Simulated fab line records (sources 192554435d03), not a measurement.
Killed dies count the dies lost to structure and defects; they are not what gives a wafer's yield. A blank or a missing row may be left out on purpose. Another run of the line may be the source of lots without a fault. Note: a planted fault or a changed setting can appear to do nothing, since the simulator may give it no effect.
A single fault, viewed from 2 desks	flow n5_finfet	every desk sees just its own numbers, and what lay behind them comes last

FROM THE METROLOGY DESK
What the gauges read, lot by lot, whatever tool the lot ran on: means of the sampled wafers that have a number. Any lot whose mean is over 4 standard deviations away from the usual mean is out of limits and marked OUT; that distance is given in the brackets. It has 10 readings; the 7 that lie furthest out on some lot are the ones shown.
Columns: A = DIBL_N at N5_BEOL_M4_RC_MEAS_101, usual 36.1 mV/V; B = DIBL_P at N5_BEOL_M4_RC_MEAS_101, usual 35.8 mV/V; C = IOFF_P at N5_BEOL_M4_RC_MEAS_101, usual 0.21 nA/um; D = ION_P at N5_BEOL_M4_RC_MEAS_101, usual 465 uA/um; E = SS_N at N5_BEOL_M4_RC_MEAS_101, usual 71.3 mV/dec; F = SS_P at N5_BEOL_M4_RC_MEAS_101, usual 73.2 mV/dec; G = VT_P at N5_BEOL_M4_RC_MEAS_101, usual -250 mV
lot	first seen here	A	B	C	D	E	F	G
L615	day 9 13:32	34.6	34.0	0.18	465	70.7	72.8	-251
L624	day 11 17:32	37.6	36.3	0.20	456	72.3	73.8	-253
L625	day 12 09:36	36.7	36.3	0.22	466	72.0	72.9	-249
L636	day 14 09:47	36.4	37.4	0.21	462	71.6	73.4	-251
This desk found nothing out of limits on any of the 4 lots.

AT THE TOOL OWNER'S DESK: litho_track-01
The tool's own readings at N5_BEOL_M3_COAT_62 (time 60 s, resist thk 12 nm): means of the sampled wafers that have a number, for each lot that ran on this tool. Any lot whose mean is over 4 standard deviations away from the usual mean is out of limits and marked OUT; that distance is given in the brackets.
Columns: A = chill_plate_temp_C at N5_BEOL_M3_COAT_62, usual 23.00 C; B = exhaust_pa at N5_BEOL_M3_COAT_62, usual 45.1 Pa; C = spin_speed_rpm at N5_BEOL_M3_COAT_62, usual 1500.1 rpm
lot	first seen here	A	B	C
L615	day 7 19:07	22.93	44.1	1500.5
L624	day 10 02:05	23.00	43.0	1315.3 (-99 or more) OUT
L625	day 10 15:23	23.12	45.9	1315.8 (-99 or more) OUT
This desk's finding: out of limits on L624, L625; first on L624, day 10 02:05 (spin_speed_rpm at N5_BEOL_M3_COAT_62). Within limits: L615.

BROUGHT TOGETHER
The tool owner's desk had the chance to raise an alarm at day 10 02:05 on L624, L625.
Metrology desk: nothing out of limits seen.
The metrology desk holds a record of L624, L625, inside its limits.
All the named lots went through N5_BEOL_M3_COAT_62 on litho_track-01.

WHAT WAS PUT IN BY THE SIMULATOR
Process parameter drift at N5_BEOL_M3_COAT_62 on litho_track-01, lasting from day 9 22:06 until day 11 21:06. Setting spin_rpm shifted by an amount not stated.
Struck lots among those shown: L624, L625.
Each desk's first reading out of limits, in hours after the fault started: the tool owner's desk, 4.
